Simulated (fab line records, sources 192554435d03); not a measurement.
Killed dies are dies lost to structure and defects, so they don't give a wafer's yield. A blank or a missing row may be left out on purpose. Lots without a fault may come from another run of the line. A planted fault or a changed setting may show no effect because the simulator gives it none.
fab line records | flow n5_finfet
record lots=11 wafers=33 last_day=19
route steps=1938 shown WELL_APT@56 PMOS_HMC_CHANNEL_EPI@74 BEOL_M4@1111 PASSIVATION@1936
lots that met no fault: from a run of the same line without faults
start_h: hours from the record's first day to the start of the lot's first wafer shown | wait_h: hours since the lot's step before | " the same as in the row above | L1.1+2: a row that stands for several wafers | - no value, or no start given | * or withheld: withheld | < > ~ a bound
route shown NAME@n: a module of which the file shows steps, and the number in the route of the first | usual: mean/standard deviation of fault-free wafers | same: alike in all rows | chamber/n: place in a boat | sites: the reading at each site | _std_site: their standard deviation | _edge_site: outer sites' mean less inner sites' | radius_mm: how far each site lies from the wafer's centre | mask NAME#n: copy n | behind: the tool/chamber that last shaped the wafer | hold: why the lot was held/for how many hours/how that ended | device: the transistor (n, p or np) that didn't switch | end of line: the same wafers' tests at the end of the route | a step without rows: its recipe alone | killed: dies lost to structure and defects at the first sort, not the wafer's yield | map: a wafer's dies, x killed, . not, _ none there
set.NAME: the setting as run; set.NAME@STEP: as run at that earlier step | model.NAME: the simulator's own value behind a step, which no gauge read
steps of the route over a sample of lots; a table a step, a row a wafer
services: from which hour (start_h, from the record's first day; less than 0 if before it) a tool's chamber was out of use, for how many hours, and why
## steps
# step N5_WELL_APT_INSPECT_38
# recipe inspect_instrument=darkfield mode=post_epi
# usual raw_defect_count=13/4.9
# columns lot.wafer tool chamber start_h wait_h raw_defect_count
L424.3 defect_inspect-02 - 29.21 0.4 16
L424.4 " - " " 9
L424.5 " - " " 22
L426.3 defect_inspect-02 - 40.92 0.3 19
L426.4 " - " " 4
L426.6 " - " " 8
L431.1 defect_inspect-02 - 71.39 0.5 11
L431.4 " - " " 12
L431.5 " - " " 18
L432.4 defect_inspect-01 - 77.31 0.3 7
L432.5 " - " " 21
L432.6 " - " " 8
L433.1 defect_inspect-01 - 82.61 0.5 6
L433.2 " - " " 8
L433.6 " - " " 6
L434.2 defect_inspect-01 - 88.78 0.4 14
L434.3 " - " " 19
L434.4 " - " " 13
L436.1 defect_inspect-01 - 100.67 0.6 21
L436.3 " - " " 15
L436.5 " - " " 19
L437.2 defect_inspect-01 - 106.47 0.4 18
L437.4 " - " " 16
L437.5 " - " " 10
L438.1 defect_inspect-01 - 112.93 0.5 23
L438.2 " - " " 17
L438.4 " - " " 11
L444.2 defect_inspect-01 - 148.69 0.5 22
L444.3 " - " " 18
L444.5 " - " " 11
L445.2 defect_inspect-02 - 155.09 0.4 14
L445.4 " - " " 22
L445.6 " - " " 16
# step N5_PMOS_HMC_CHANNEL_EPI_FIN_RECESS_16
# recipe chemistry=HBr/Cl2 target=Si mask_material=SiO2 target_depth_a=540 time_s=18 pressure_mtorr=10 icp_w=800 bias_w=75 HBr_flow_sccm=150 Cl2_flow_sccm=80
# usual bias_w=75.02/0.2 drypump_motor_current_A=5.6/0.55 oes_product_au=1.003/0.019 throttle_valve_pct=35.6/0.32
# columns lot.wafer tool chamber start_h wait_h bias_w drypump_motor_current_A oes_product_au rf_hours_counter_h throttle_valve_pct
L424.3 rie_si-01 3 30.36 0.0 75.14 4.7 1.012 188 35.8
L424.4 " 1 " " 75.09 5.9 0.985 170 35.3
L424.5 " 0 " " 74.85 5.4 1.031 - 35.5
L426.3 rie_si-01 2 41.79 0.0 75.22 5.1 0.996 175 36.2
L426.4 " 1 " " 75.15 6.0 0.998 170 35.3
L426.6 " 3 " " 75.19 4.8 1.019 - 35.8
L431.1 rie_si-03 1 73.36 0.0 75.10 6.8 0.997 20 35.4
L431.4 " 0 " " 74.78 6.2 1.000 143 35.8
L431.5 " 0 " " 74.82 6.2 1.011 - 35.8
L432.4 rie_si-03 3 78.43 0.0 75.49 5.4 0.962 69 36.0
L432.5 " 3 " " 75.14 5.4 0.965 - 36.0
L432.6 " 0 " " 75.17 6.2 1.003 - 35.8
L433.1 rie_si-03 1 83.75 0.0 75.17 6.8 0.999 21 35.4
L433.2 " 0 " " 74.98 6.2 0.996 143 35.8
L433.6 " 2 " " 74.73 5.6 1.032 - 35.3
L434.2 rie_si-01 0 89.79 0.0 74.71 5.5 1.030 71 35.5
L434.3 " 3 " " 75.48 4.8 1.015 189 35.8
L434.4 " 1 " " 75.02 6.0 0.987 171 35.3
L436.1 rie_si-03 1 101.70 0.0 74.85 6.8 0.999 21 35.4
L436.3 " 3 " " 75.44 5.4 0.971 69 36.0
L436.5 " 3 " " 75.11 5.4 0.971 - 36.0
L437.2 rie_si-03 0 107.46 0.0 75.20 6.2 1.000 144 35.8
L437.4 " 1 " " 75.00 6.8 1.009 21 35.4
L437.5 " 3 " " 74.89 5.4 0.976 - 36.0
L438.1 rie_si-03 1 113.94 0.0 75.11 6.8 0.994 21 35.3
L438.2 " 3 " " 75.09 5.4 0.978 70 36.0
L438.4 " 0 " " 74.80 6.2 1.001 144 35.8
L444.2 rie_si-01 2 149.68 0.0 75.11 5.1 1.006 177 36.3
L444.3 " 1 " " 74.96 5.9 1.000 172 35.3
L444.5 " 2 " " 75.35 5.1 0.995 - 36.2
L445.2 rie_si-04 2 155.96 0.0 75.12 5.8 1.005 149 35.3
L445.4 " 1 " " 74.81 4.8 0.995 41 35.3
L445.6 " 0 " " 75.08 5.4 1.012 - 35.7
# step N5_PMOS_HMC_CHANNEL_EPI_EPI_20
# recipe material=SiGe30 mask_material=SiO2 pressure_torr=20 target_thk_a=590 temp_c=600
# usual chamber_pressure_Torr=20.00/0.044 lamp_inner_pct=12.34/0.3
# columns lot.wafer tool chamber start_h wait_h chamber_pressure_Torr lamp_inner_pct
L424.3 epi_rpcvd-03 0 30.93 0.4 19.95 11.92
L424.4 " 0 " " 19.95 12.09
L424.5 " 0 " " 19.97 12.04
L426.3 epi_rpcvd-01 0 42.36 0.4 20.01 12.72
L426.4 " 0 " " 19.99 12.71
L426.6 " 0 " " 20.02 12.69
L431.1 epi_rpcvd-04 0 73.54 0.0 20.04 12.08
L431.4 " 0 " " 19.93 12.19
L431.5 " 0 " " 19.98 12.21
L432.4 epi_rpcvd-01 0 79.21 0.6 20.07 12.67
L432.5 " 0 " " 20.04 12.67
L432.6 " 0 " " 20.00 12.72
L433.1 epi_rpcvd-04 0 83.92 0.0 20.05 12.10
L433.2 " 0 " " 20.01 12.14
L433.6 " 0 85.70 1.8 20.03 12.00
L434.2 epi_rpcvd-03 0 90.16 0.2 19.98 12.08
L434.3 " 0 " " 19.91 12.00
L434.4 " 0 " " 19.95 12.08
L436.1 epi_rpcvd-04 - 101.87 0.0 - -
L436.3 " - " " - -
L436.5 " - " " - -
L437.2 epi_rpcvd-03 - 107.83 0.2 - -
L437.4 " - " " - -
L437.5 " - " " - -
L438.1 epi_rpcvd-01 - 114.11 0.0 - -
L438.2 " - " " - -
L438.4 " - " " - -
L444.2 epi_rpcvd-04 0 150.05 0.2 20.00 12.21
L444.3 " 0 " " 20.02 12.11
L444.5 " 0 " " 20.02 12.08
L445.2 epi_rpcvd-01 0 156.34 0.2 19.97 12.55
L445.4 " 0 " " 20.03 12.63
L445.6 " 0 " " 19.99 12.73
# step N5_PMOS_HMC_CHANNEL_EPI_CMP_21
# recipe material=SiGe30 post_cmp_clean=alkaline_brush target_thk_nm=54
# usual edge_zone_pressure_frac=1.001/0.0048 motor_current_A=11.5/1.2
# columns lot.wafer tool chamber start_h wait_h edge_zone_pressure_frac motor_current_A
L424.4 cmp-01 0 31.87 0.0 1.004 13.0
L424.3 " 3 " " 1.004 11.8
L424.5 " 0 " " 1.002 13.2
L426.3 cmp-03 1 43.34 0.1 0.990 12.8
L426.4 " 3 " " 1.005 10.1
L426.6 " 0 " " 0.997 11.0
L431.1 cmp-02 1 75.27 0.0 1.005 10.8
L431.4 " 3 " " 0.994 13.1
L431.5 " 1 " " 1.006 11.2
L432.4 cmp-01 3 80.02 0.1 1.005 11.3
L432.6 " 1 " " 0.996 10.7
L432.5 " 2 " " 1.005 12.4
L433.1 cmp-01 3 86.19 0.0 1.008 12.4
L433.2 " 2 " " 1.003 12.1
L433.6 " 0 " " 0.998 13.0
L434.4 cmp-03 1 91.29 0.0 1.000 12.6
L434.3 " 3 " " 0.990 10.5
L434.2 " 0 " " 1.000 10.9
L436.1 cmp-02 2 103.25 0.1 0.999 8.5
L436.3 " 3 " " 1.002 13.4
L436.5 " 2 " " 1.000 9.0
L437.4 cmp-03 3 109.02 0.1 1.008 10.7
L437.2 " 1 " " 0.997 12.0
L437.5 " 3 " " 1.003 10.7
L438.4 cmp-02 2 115.44 0.0 0.996 9.1
L438.2 " 3 " " 0.998 13.0
L438.1 " 1 " " 1.006 11.0
L444.2 cmp-02 2 151.26 0.1 1.010 8.7
L444.3 " 3 " " 0.995 13.2
L444.5 " 0 " " 1.001 10.9
L445.2 cmp-03 3 157.47 0.0 1.002 10.9
L445.4 " 2 " " 1.005 11.8
L445.6 " 3 " " 1.000 10.6
# step N5_BEOL_M4_RC_MEAS_101
# usual DIBL_N=36.8/1.9 DIBL_P=36.5/2.1 IOFF_N=0.17/0.038 IOFF_P=0.22/0.039 ION_N=675/12 ION_P=463/7.4 SS_N=71.6/0.71 SS_P=73.4/0.72 VT_N=249/3.3 VT_P=-250/3.3
# columns lot.wafer tool chamber start_h wait_h DIBL_N[mV/V] DIBL_P[mV/V] IOFF_N[nA/um] IOFF_P[nA/um] ION_N[uA/um] ION_P[uA/um] SS_N[mV/dec] SS_P[mV/dec] VT_N[mV] VT_P[mV]
L424.3 prober-02 0 195.06 0.3 37.8 37.4 0.19 0.25 672 461 71.9 73.3 248 -249
L424.4 " 0 " " 36.4 36.3 0.17 0.23 678 465 71.3 73.2 248 -247
L424.5 " 0 " " 37.7 38.7 0.19 0.27 684 472 71.3 73.7 242 -244
L426.3 prober-01 0 197.22 0.3 34.9 33.1 0.12 0.15 653 449 71.0 72.1 254 -257
L426.4 " 0 " " 35.7 34.4 0.13 0.16 665 455 71.1 72.6 255 -255
L426.6 " 0 " " 32.1 30.7 0.10 0.13 645 447 70.5 72.0 255 -255
L431.1 prober-01 0 230.79 0.0 36.0 36.5 0.19 0.24 684 467 72.3 73.6 247 -248
L431.4 " 0 " " 35.7 35.2 0.16 0.21 659 457 72.1 73.2 252 -250
L431.5 " 0 " " 35.4 34.8 0.15 0.20 659 457 71.8 72.9 250 -248
L432.4 prober-01 0 242.92 0.6 35.7 34.8 0.14 0.19 659 456 70.9 72.4 254 -251
L432.5 " 0 " " 35.9 34.8 0.14 0.19 673 462 70.7 73.1 251 -251
L432.6 " 0 " " 39.1 37.4 0.20 0.22 669 454 72.3 73.4 249 -250
L433.1 prober-01 0 245.67 0.0 37.2 36.3 0.16 0.21 664 460 71.0 73.0 251 -248
L433.2 " 0 " " 37.3 36.5 0.17 0.23 686 469 71.1 73.7 248 -248
L433.6 " 0 " " 34.9 34.8 0.13 0.19 672 464 70.8 72.8 252 -250
L434.2 prober-01 0 262.78 0.2 35.2 34.2 0.15 0.18 670 458 70.6 72.4 249 -252
L434.3 " 0 " " 40.4 39.5 0.26 0.29 674 458 72.3 73.7 245 -247
L434.4 " 0 " " 34.9 35.6 0.14 0.21 678 480 70.3 72.1 250 -248
L445.2 prober-01 0 333.07 0.2 36.3 35.6 0.14 0.21 661 463 71.8 72.3 252 -248
L445.4 " 0 " " 36.0 34.3 0.12 0.19 661 462 70.5 72.2 254 -251
L445.6 " 0 " " 35.1 33.1 0.12 0.18 654 457 70.5 72.3 254 -250
L444.2 prober-02 0 337.79 0.2 38.5 38.1 0.20 0.25 698 472 72.2 73.8 244 -247
L444.3 " 0 " " 41.7 40.6 0.28 0.31 685 470 72.6 74.5 242 -245
L444.5 " 0 " " 36.9 34.9 0.16 0.20 680 465 71.7 73.5 250 -251
# step N5_PASSIVATION_PROBE_49
# usual killed_at_M0_to_M3=33/11 killed_at_M4_up=15/6.2 killed_at_contacts=13/6.5 killed_at_front_end=38/11 killed_at_other=3.4/2.6 killed_dies=102/17 killed_on_rim=13/4.1 killed_open=67/12 killed_short=34/7.9
# same gross_dies=1180 killed_at_back_side=0
# columns lot.wafer tool chamber start_h wait_h killed_at_M0_to_M3 killed_at_M4_up killed_at_contacts killed_at_front_end killed_at_other killed_dies killed_on_rim killed_open killed_short
L426.3 prober-02 - 310.72 0.1 73 15 13 30 3 134 17 84 47
L426.4 prober-02 - 310.77 0.2 53 10 20 38 3 124 16 70 51
L426.6 prober-02 - 310.87 0.3 33 12 8 30 4 87 9 61 25
L424.3 prober-02 - 315.83 0.1 21 14 18 32 5 90 9 57 31
L424.4 prober-02 - 315.88 0.2 54 11 9 31 6 111 12 71 36
L424.5 prober-02 - 315.93 0.2 37 15 7 28 5 92 14 62 28
L431.1 prober-02 - 340.67 0.3 36 11 11 60 1 119 18 70 45
L431.4 prober-02 - 340.82 0.5 43 5 8 57 9 122 10 68 47
L431.5 prober-02 - 340.87 0.5 28 13 8 55 2 106 14 70 31
L433.1 prober-02 - 346.66 0.0 48 15 13 22 1 99 14 66 33
L433.2 prober-02 - 346.71 0.1 40 23 7 32 2 104 14 65 39
L433.6 prober-02 - 346.91 0.3 25 29 16 43 1 114 15 82 32
L432.4 prober-02 - 351.51 0.2 33 10 3 34 1 81 10 48 32
L432.5 prober-02 - 351.56 0.2 29 18 3 32 2 84 10 56 28
L432.6 prober-02 - 351.61 0.3 37 16 8 41 4 106 12 62 43
L434.2 prober-02 - 363.71 0.1 31 11 11 34 1 88 9 56 32
L434.3 prober-02 - 363.76 0.1 29 12 6 46 5 98 8 65 31
L434.4 prober-02 - 363.81 0.2 30 3 4 71 1 109 17 65 43
L438.1 prober-01 - 369.30 0.0 5 2 1 1172 0 1180 152 11 6
L438.2 prober-01 - 369.35 0.1 11 3 1 1165 0 1180 152 15 9
L438.4 prober-01 - 369.45 0.2 7 2 3 1168 0 1180 152 10 14
L436.1 prober-01 - 391.87 0.0 5 4 1 1170 0 1180 152 11 2
L436.3 prober-01 - 391.97 0.1 7 4 5 1164 0 1180 152 14 8
L436.5 prober-01 - 392.07 0.2 6 2 2 1168 2 1180 152 11 6
L437.2 prober-01 - 394.05 0.1 6 2 3 1166 3 1180 152 16 5
L437.4 prober-01 - 394.15 0.2 9 0 2 1169 0 1180 152 11 10
L437.5 prober-01 - 394.20 0.2 7 2 1 1170 0 1180 152 17 8
L445.2 prober-01 - 449.98 0.1 34 16 8 43 6 107 13 74 33
L445.4 prober-01 - 450.08 0.2 42 14 18 29 3 106 9 72 34
L445.6 prober-01 - 450.18 0.3 32 25 5 39 9 110 14 67 43
L444.2 prober-01 - 455.34 0.1 29 24 9 51 3 116 18 87 27
L444.3 prober-01 - 455.39 0.1 18 31 15 39 6 109 14 71 36
L444.5 prober-01 - 455.49 0.2 34 20 13 35 1 103 12 71 31
# killed by level:class
L426.3 BEOL_M0_SAQP:geometric_particle:open=19 BEOL_M0_SAQP:geometric_particle:short=14 BEOL_M2:geometric_particle:open=12 MOL_CONTACT_COAG:geometric_particle:open=11 BEOL_M1:geometric_particle:open=11 BEOL_M4:geometric_particle:short=7 BEOL_M3:geometric_particle:open=6 BEOL_M4:geometric_particle:open=6
L426.4 MOL_CONTACT_COAG:geometric_particle:open=18 BEOL_M2:geometric_particle:open=13 FIN_SAQP:geometric_particle:short=8 BEOL_M0_SAQP:geometric_particle:short=7 BEOL_M0_SAQP:geometric_particle:open=6 BEOL_M2:geometric_particle:short=6 STI_FIN_REVEAL:geometric_particle:open=5 GATE_CUT:geometric_particle:short=5
L426.6 STI_FIN_REVEAL:geometric_particle:open=12 BEOL_M0_SAQP:geometric_particle:short=9 MOL_CONTACT_COAG:geometric_particle:open=7 BEOL_M0_SAQP:geometric_particle:open=7 BEOL_M2:geometric_particle:open=6 BEOL_M4:geometric_particle:open=5 BEOL_M1:geometric_particle:open=4 FIN_SAQP:geometric_particle:short=3
L424.3 MOL_CONTACT_COAG:geometric_particle:open=14 FIN_SAQP:geometric_particle:open=7 BEOL_M2:geometric_particle:open=6 FIN_SAQP:geometric_particle:short=5 BEOL_M0_SAQP:geometric_particle:short=5 STI_FIN_REVEAL:geometric_particle:short=4 BEOL_M4:geometric_particle:open=4 BEOL_M5:geometric_particle:open=4
L424.4 BEOL_M0_SAQP:geometric_particle:open=15 BEOL_M0_SAQP:geometric_particle:short=13 BEOL_M3:geometric_particle:open=13 MOL_CONTACT_COAG:geometric_particle:open=7 GATE_CUT:geometric_particle:short=6 BEOL_M1:geometric_particle:open=6 FIN_SAQP:geometric_particle:open=5 GATE_CUT:geometric_particle:open=5
L424.5 GATE_CUT:geometric_particle:open=9 BEOL_M0_SAQP:geometric_particle:open=9 BEOL_M0_SAQP:geometric_particle:short=9 BEOL_M2:geometric_particle:open=7 BEOL_M3:geometric_particle:open=6 BEOL_M1:geometric_particle:open=5 BEOL_M4:geometric_particle:open=5 BEOL_M5:geometric_particle:open=5
L431.1 FIN_SAQP:geometric_particle:short=18 FIN_SAQP:geometric_particle:open=13 STI_FIN_REVEAL:geometric_particle:open=11 BEOL_M0_SAQP:geometric_particle:open=10 BEOL_M0_SAQP:geometric_particle:short=8 MOL_CONTACT_COAG:geometric_particle:open=7 BEOL_M2:geometric_particle:open=5 GATE_CUT:geometric_particle:short=4
L431.4 FIN_SAQP:geometric_particle:short=19 FIN_SAQP:geometric_particle:open=12 BEOL_M1:geometric_particle:open=12 BEOL_M0_SAQP:geometric_particle:short=10 STI_FIN_REVEAL:geometric_particle:open=8 BEOL_M3:geometric_particle:open=8 MOL_CONTACT_COAG:geometric_particle:open=7 BEOL_M0_SAQP:geometric_particle:open=6
L431.5 FIN_SAQP:geometric_particle:open=16 STI_FIN_REVEAL:geometric_particle:open=10 FIN_SAQP:geometric_particle:short=9 BEOL_M1:geometric_particle:open=9 MOL_CONTACT_COAG:geometric_particle:open=6 BEOL_M0_SAQP:geometric_particle:open=6 BEOL_M5:geometric_particle:open=6 DUMMY_GATE:geometric_particle:open=4
L433.1 BEOL_M3:geometric_particle:open=12 MOL_CONTACT_COAG:geometric_particle:open=11 BEOL_M1:geometric_particle:open=8 FIN_SAQP:geometric_particle:short=7 BEOL_M1:geometric_particle:short=6 BEOL_M4:geometric_particle:open=6 BEOL_M3:geometric_particle:short=5 FIN_SAQP:geometric_particle:open=4
L433.2 FIN_SAQP:geometric_particle:short=13 BEOL_M4:geometric_particle:open=11 BEOL_M0_SAQP:geometric_particle:open=7 BEOL_M3:geometric_particle:open=7 STI_FIN_REVEAL:geometric_particle:open=6 MOL_CONTACT_COAG:geometric_particle:open=6 BEOL_M0_SAQP:geometric_particle:short=5 BEOL_M2:geometric_particle:open=5
L433.6 BEOL_M4:geometric_particle:open=19 MOL_CONTACT_COAG:geometric_particle:open=15 BEOL_M1:geometric_particle:open=9 FIN_SAQP:geometric_particle:short=8 FIN_SAQP:geometric_particle:open=7 DUMMY_GATE:geometric_particle:open=7 GATE_CUT:geometric_particle:short=6 BEOL_M0_SAQP:geometric_particle:open=5
L432.4 BEOL_M0_SAQP:geometric_particle:open=11 BEOL_M0_SAQP:geometric_particle:short=9 DUMMY_GATE:geometric_particle:open=6 GATE_CUT:geometric_particle:short=5 BEOL_M4:geometric_particle:open=5 FIN_SAQP:geometric_particle:open=4 BEOL_M3:geometric_particle:open=4 FIN_SAQP:geometric_particle:short=3
L432.5 BEOL_M0_SAQP:geometric_particle:open=14 FIN_SAQP:geometric_particle:open=11 FIN_SAQP:geometric_particle:short=8 BEOL_M4:geometric_particle:open=7 BEOL_M0_SAQP:geometric_particle:short=6 BEOL_M5:geometric_particle:open=6 BEOL_M1:geometric_particle:open=3 BEOL_M4:geometric_particle:short=3
L432.6 BEOL_M0_SAQP:geometric_particle:short=11 ILD0:geometric_particle:short=10 BEOL_M4:geometric_particle:open=10 BEOL_M0_SAQP:geometric_particle:open=9 FIN_SAQP:geometric_particle:open=7 MOL_CONTACT_COAG:geometric_particle:open=7 ILD0:geometric_particle:open=4 GATE_CUT:geometric_particle:short=4
L434.2 GATE_CUT:geometric_particle:short=9 MOL_CONTACT_COAG:geometric_particle:open=8 BEOL_M0_SAQP:geometric_particle:open=8 GATE_CUT:geometric_particle:open=6 BEOL_M1:geometric_particle:open=6 STI_FIN_REVEAL:geometric_particle:open=5 BEOL_M0_SAQP:geometric_particle:short=5 BEOL_M2:geometric_particle:open=5
L434.3 GATE_CUT:geometric_particle:short=13 BEOL_M3:geometric_particle:open=9 FIN_SAQP:geometric_particle:short=8 FIN_SAQP:geometric_particle:open=7 GATE_CUT:geometric_particle:open=7 BEOL_M4:geometric_particle:open=7 BEOL_M1:geometric_particle:open=6 MOL_CONTACT_COAG:geometric_particle:open=5
L434.4 STI_FIN_REVEAL:geometric_particle:open=17 FIN_SAQP:geometric_particle:open=12 FIN_SAQP:geometric_particle:short=10 BEOL_M0_SAQP:geometric_particle:open=9 BEOL_M0_SAQP:geometric_particle:short=8 GATE_CUT:geometric_particle:short=7 GATE_CUT:geometric_particle:open=6 STI_FIN_REVEAL:geometric_particle:short=5
L438.1 FIN_SAQP:lost_pattern=1160 FIN_SAQP:geometric_particle:open=3 PMOS_HMC_CHANNEL_EPI:area_epi=3 BEOL_M0_SAQP:geometric_particle:open=2 FIN_SAQP:geometric_particle:short=1 STI_FIN_REVEAL:geometric_particle:open=1 STI_FIN_REVEAL:geometric_particle:short=1 DUMMY_GATE:geometric_particle:short=1
L438.2 FIN_SAQP:lost_pattern=1150 PMOS_HMC_CHANNEL_EPI:area_epi=6 STI_FIN_REVEAL:geometric_particle:open=4 BEOL_M0_SAQP:geometric_particle:short=4 BEOL_M0_SAQP:geometric_particle:open=4 BEOL_M1:geometric_particle:open=2 BEOL_M4:geometric_particle:open=2 FIN_SAQP:geometric_particle:short=1
L438.4 FIN_SAQP:lost_pattern=1150 PMOS_HMC_CHANNEL_EPI:area_epi=6 FIN_SAQP:geometric_particle:short=4 BEOL_M0_SAQP:geometric_particle:short=3 ILD0:geometric_particle:short=2 GATE_CUT:geometric_particle:short=2 MOL_CONTACT_COAG:geometric_particle:open=2 BEOL_M0_SAQP:geometric_particle:open=2
L436.1 FIN_SAQP:lost_pattern=1156 PMOS_HMC_CHANNEL_EPI:area_epi=11 BEOL_M0_SAQP:geometric_particle:open=3 FIN_SAQP:geometric_particle:open=2 BEOL_M4:geometric_particle:open=2 GATE_CUT:geometric_particle:open=1 MOL_CONTACT_COAG:geometric_particle:open=1 BEOL_M1:geometric_particle:open=1
L436.3 FIN_SAQP:lost_pattern=1154 MOL_CONTACT_COAG:geometric_particle:open=5 BEOL_M2:geometric_particle:short=4 PMOS_HMC_CHANNEL_EPI:area_epi=4 STI_FIN_REVEAL:geometric_particle:open=2 DUMMY_GATE:geometric_particle:open=2 BEOL_M2:geometric_particle:open=2 BEOL_M5:geometric_particle:open=2
L436.5 FIN_SAQP:lost_pattern=1158 PMOS_HMC_CHANNEL_EPI:area_epi=5 BEOL_M0_SAQP:geometric_particle:short=2 SPACER0:geometric_particle:open=1 ILD0:geometric_particle:open=1 SDB:geometric_particle:open=1 BEOL_M0:geometric_particle:open=1 GATE_CUT:geometric_particle:short=1
L437.2 FIN_SAQP:lost_pattern=1154 STI_FIN_REVEAL:geometric_particle:open=5 PMOS_HMC_CHANNEL_EPI:area_epi=5 MOL_CONTACT_COAG:geometric_particle:open=3 BEOL_M2:geometric_particle:open=3 FIN_SAQP:geometric_particle:short=1 DUMMY_GATE:geometric_particle:open=1 BEOL_M1:geometric_particle:open=1
L437.4 FIN_SAQP:lost_pattern=1151 PMOS_HMC_CHANNEL_EPI:area_epi=8 BEOL_M0_SAQP:geometric_particle:short=4 FIN_SAQP:geometric_particle:open=3 FIN_SAQP:geometric_particle:short=2 DUMMY_GATE:geometric_particle:open=2 BEOL_M0_SAQP:geometric_particle:open=2 BEOL_M2:geometric_particle:open=2
L437.5 FIN_SAQP:lost_pattern=1150 PMOS_HMC_CHANNEL_EPI:area_epi=5 FIN_SAQP:geometric_particle:short=4 BEOL_M0_SAQP:geometric_particle:open=4 STI_FIN_REVEAL:geometric_particle:open=4 FIN_SAQP:geometric_particle:open=2 DUMMY_GATE:geometric_particle:open=2 ILD0:geometric_particle:open=1
L445.2 FIN_SAQP:geometric_particle:short=11 BEOL_M2:geometric_particle:open=11 FIN_SAQP:geometric_particle:open=9 MOL_CONTACT_COAG:geometric_particle:open=7 BEOL_M4:geometric_particle:open=7 STI_FIN_REVEAL:geometric_particle:open=5 BEOL_M3:geometric_particle:open=5 BEOL_M1:geometric_particle:open=5
L445.4 MOL_CONTACT_COAG:geometric_particle:open=14 BEOL_M3:geometric_particle:open=13 DUMMY_GATE:geometric_particle:open=9 BEOL_M2:geometric_particle:open=7 BEOL_M1:geometric_particle:open=5 FIN_SAQP:geometric_particle:short=4 GATE_CUT:geometric_particle:short=4 MOL_CONTACT_COAG:geometric_particle:short=4
L445.6 DUMMY_GATE:geometric_particle:open=9 FIN_SAQP:geometric_particle:short=8 BEOL_M4:geometric_particle:open=8 BEOL_M2:geometric_particle:open=8 FIN_SAQP:geometric_particle:open=7 BEOL_M2:geometric_particle:short=6 GATE_CUT:geometric_particle:short=5 MOL_CONTACT_COAG:geometric_particle:open=5
L444.2 BEOL_M4:geometric_particle:open=18 FIN_SAQP:geometric_particle:open=13 BEOL_M2:geometric_particle:open=10 BEOL_M3:geometric_particle:open=9 MOL_CONTACT_COAG:geometric_particle:open=8 FIN_SAQP:geometric_particle:short=4 DUMMY_GATE:geometric_particle:open=4 ILD0:geometric_particle:open=4
L444.3 BEOL_M4:geometric_particle:open=18 MOL_CONTACT_COAG:geometric_particle:open=11 FIN_SAQP:geometric_particle:short=9 BEOL_M2:geometric_particle:open=6 STARTING-WAFER:geometric_particle:open=6 FIN_SAQP:geometric_particle:open=5 STI_FIN_REVEAL:geometric_particle:open=4 DUMMY_GATE:geometric_particle:open=4
L444.5 BEOL_M4:geometric_particle:open=14 STI_FIN_REVEAL:geometric_particle:open=9 BEOL_M2:geometric_particle:open=9 BEOL_M3:geometric_particle:open=9 MOL_CONTACT_COAG:geometric_particle:open=8 FIN_SAQP:geometric_particle:open=5 MOL_CONTACT_COAG:geometric_particle:short=5 BEOL_M0_SAQP:geometric_particle:short=4
## services
# columns tool chamber start_h hours kind
cmp-01 - 8.50 0.8 repair
rie_si-03 0 12.53 2.4 repair
cmp-02 - 18.35 4.8 repair
cmp-03 - 24.60 2.1 repair
epi_rpcvd-04 - 27.43 8.1 pm
cmp-03 - 32.72 1.2 repair
cmp-03 - 39.57 1.3 repair
rie_si-03 - 44.43 0.6 repair
cmp-02 - 45.90 9.5 pm
cmp-03 - 48.02 4.0 pm
cmp-03 - 52.02 - consumable_replace:conditioner
cmp-03 - 52.02 - consumable_replace:pad
cmp-02 - 55.45 2.1 repair
cmp-02 - 84.45 4.4 repair
cmp-03 - 93.65 5.6 pm
rie_si-03 0 96.08 10.2 repair
epi_rpcvd-01 - 97.92 0.3 repair
cmp-01 - 125.98 4.0 pm
cmp-01 - 129.98 - consumable_replace:conditioner
cmp-01 - 129.98 - consumable_replace:pad
cmp-01 - 138.77 0.6 repair
rie_si-03 2 144.22 29.4 repair
rie_si-03 - 148.63 11.8 repair
## key
first_sign step=N5_PMOS_HMC_CHANNEL_EPI_EPI_20 reading=tool_record direction=missing
effect step=N5_PASSIVATION_PROBE_49 reading=killed_at_front_end direction=up sigmas=99+ usual=38 struck=1168
met_at N5_PMOS_HMC_CHANNEL_EPI_EPI_20
struck_lots L436,L437,L438
later_rows_left_out L436.1,L436.3,L436.5,L437.2,L437.4,L437.5,L438.1,L438.2,L438.4
tester_left_out L436,L437,L438
not_acting_at N5_WELL_APT_INSPECT_38,N5_PMOS_HMC_CHANNEL_EPI_FIN_RECESS_16,N5_PMOS_HMC_CHANNEL_EPI_CMP_21
onset_between 90.16 101.87
fault kind=skipped_step_whole tool=epi_rpcvd-01,epi_rpcvd-03,epi_rpcvd-04 chamber=- onset_h=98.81 steps=N5_PMOS_HMC_CHANNEL_EPI_EPI_20 scope=struck_lots_only
# tester_left_out: of these lots the tester's yield and bins aren't shown, on N5 and GAA mostly nor the transistor test; their killed dies are dies lost to structure and defects alone, not to doping, threshold or leakage, so they don't give the yield
# later_rows_left_out: the simulator's readings of these wafers behind a module that went badly wrong aren't trusted and aren't shown, but for the sort
